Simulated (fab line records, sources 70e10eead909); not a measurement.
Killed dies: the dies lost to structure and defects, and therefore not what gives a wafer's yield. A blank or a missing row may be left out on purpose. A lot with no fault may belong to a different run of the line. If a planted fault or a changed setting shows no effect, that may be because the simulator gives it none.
Matching of chambers -- flow nand harc -- cmp-01 running NHARC_P_M0_CMP_23: 4 sister chambers
The step polishes, t overpolish 20 s, target thk 117.53 nm. 4 wafers are shown with their chamber, then 9 later ones without.

== EACH WAFER AND ITS CHAMBER ==
wafer,chamber,motor current A (A)
L085.1,1,15.1
L085.5,0,11.8
L089.5,3,14.5
L089.6,2,10.6

== WAFERS MISSING THEIR CHAMBER ==
wafer,motor current A (A)
L094.1,15.7
L094.2,10.5
L094.4,14.0
L095.2,13.6
L095.3,11.5
L095.4,15.4
L097.4,15.4
L097.5,10.6
L097.6,15.8

== WHICH CHAMBER EACH ONE RAN IN ==
wafer,from the rows above,in truth
L094.1,can't be placed: 1 or 3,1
L094.2,2,2
L094.4,can't be placed: 3 or 1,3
L095.2,can't be placed: 3 or 1 or 0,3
L095.3,can't be placed: 0 or 2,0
L095.4,can't be placed: 1 or 3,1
L097.4,can't be placed: 1 or 3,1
L097.5,2,2
L097.6,can't be placed: 1 or 3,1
2 of 9 placed correctly. Can't be placed from these rows: 7 (the true chamber is among the candidates in 7). Placed wrongly: 0.
How it was worked out, from the rows above alone: a wafer's distance from a chamber is the root of the sum, over the readings, of the square of ((its reading less the chamber's mean) divided by the reading's scatter). If the next closest chamber is less than 2 further off than the closest, the wafer can't be placed; otherwise it belongs to the closest. Each chamber's mean is taken over the wafers shown for it. The scatter: with one shown wafer a chamber, the root of the mean of the squares of how far each hidden wafer lies from its nearest shown one.
